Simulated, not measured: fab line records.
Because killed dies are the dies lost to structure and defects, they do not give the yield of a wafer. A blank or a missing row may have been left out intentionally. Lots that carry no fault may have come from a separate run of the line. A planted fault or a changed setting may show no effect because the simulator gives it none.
Matching of chambers / flow n5-finfet / N5_SDB_ETCH_17 on rie-diel-05 has 4 sister chambers
The step etches SiARC in CF4, target depth 23.4 nm, time 39 s. 4 wafers are shown with their chamber, then 8 later ones without.

## WAFERS PAIRED WITH THEIR CHAMBERS
wafer=L082.3; chamber=0; showerhead-plenum-p-Torr (Torr)=2.20
wafer=L087.2; chamber=3; showerhead-plenum-p-Torr (Torr)=2.12
wafer=L087.3; chamber=2; showerhead-plenum-p-Torr (Torr)=1.97
wafer=L092.2; chamber=1; showerhead-plenum-p-Torr (Torr)=2.23

## WAFERS WHOSE CHAMBER IS MISSING
wafer=L092.4; showerhead-plenum-p-Torr (Torr)=1.96
wafer=L092.6; showerhead-plenum-p-Torr (Torr)=2.12
wafer=L095.3; showerhead-plenum-p-Torr (Torr)=2.23
wafer=L095.5; showerhead-plenum-p-Torr (Torr)=1.96
wafer=L095.6; showerhead-plenum-p-Torr (Torr)=2.23
wafer=L097.2; showerhead-plenum-p-Torr (Torr)=2.20
wafer=L097.4; showerhead-plenum-p-Torr (Torr)=1.96
wafer=L097.5; showerhead-plenum-p-Torr (Torr)=2.22

## THE CHAMBER EACH PASSED THROUGH
wafer=L092.4; from the rows above=2; in truth=2
wafer=L092.6; from the rows above=3; in truth=3
wafer=L095.3; from the rows above=1; in truth=1
wafer=L095.5; from the rows above=2; in truth=2
wafer=L095.6; from the rows above=1; in truth=1
wafer=L097.2; from the rows above=0; in truth=0
wafer=L097.4; from the rows above=2; in truth=2
wafer=L097.5; from the rows above=can't be placed: 1 or 0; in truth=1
Correct placement for 7 of the 8. Unplaceable from these rows: 1, with the true chamber sitting among the candidates in 1. Wrongly placed: 0.
How it was worked out, from the rows above alone: a wafer's distance from a chamber is the root of the sum, over the readings, of the square of ((its reading less the chamber's mean) divided by the reading's scatter). If the next closest chamber is less than 2 further off than the closest, the wafer can't be placed; otherwise it belongs to the closest. Each chamber's mean is taken over the wafers shown for it. The scatter (one wafer shown for each chamber): square how far every hidden wafer sits from the nearest shown wafer, average those squares and take the square root.
